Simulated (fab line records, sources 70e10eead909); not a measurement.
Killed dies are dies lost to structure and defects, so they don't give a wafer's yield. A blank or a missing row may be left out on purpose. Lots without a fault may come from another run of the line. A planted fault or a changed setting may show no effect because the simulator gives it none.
Chamber matching | flow nand_harc | NHARC_A_BLC_ALD_23 on ald_metal-01: 4 sister chambers
The step deposits TiN, target thk 3 nm, pulse time 1 s, ald cycles 150. 7 wafers are shown with their chamber, then 7 later ones without.

WAFERS WITH THEIR CHAMBER
wafer  | chamber | heater_power_w (W) | precursor_pulse_height_rel
L586.4 | 2       | 996                | 1.022
L586.5 | 3       | 1064               | 0.965
L586.6 | 2       | 1025               | 0.987
L590.5 | 0       | 984                | 0.982
L590.6 | 1       | 1091               | 1.017
L595.2 | 0       | 1076               | 0.997
L595.5 | 1       | 1050               | 1.026

WAFERS WITHOUT THEIR CHAMBER
wafer  | heater_power_w (W) | precursor_pulse_height_rel
L595.6 | 1056               | 0.982
L596.1 | 1062               | 1.003
L596.5 | 992                | 1.012
L596.6 | 1081               | 1.001
L597.1 | 1061               | 1.007
L597.3 | 1069               | 0.979
L597.6 | 1011               | 0.971

WHICH CHAMBER EACH WENT THROUGH
wafer  | from the rows above               | in truth
L595.6 | can't be placed: 0 or 3 or 2 or 1 | 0
L596.1 | can't be placed: 0 or 1 or 2 or 3 | 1
L596.5 | can't be placed: 2 or 0 or 1      | 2
L596.6 | can't be placed: 1 or 0 or 2 or 3 | 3
L597.1 | can't be placed: 1 or 2 or 0 or 3 | 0
L597.3 | can't be placed: 3 or 0 or 2 or 1 | 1
L597.6 | can't be placed: 0 or 3 or 2      | 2
Placed correctly: 0 of 7. Can't be placed from these rows: 7 (the true chamber is among the candidates in 7). Placed wrongly: 0.
How it was worked out, from the rows above alone: a wafer's distance from a chamber is the root of the sum, over the readings, of the square of ((its reading less the chamber's mean) divided by the reading's scatter). The wafer belongs to the nearest chamber; if the next one is less than 2 further off, it can't be placed. A chamber's mean is the mean of its shown wafers. The scatter: the root of (the sum of the squares of (reading less its chamber's mean) over the shown wafers, divided by (wafers less chambers)).
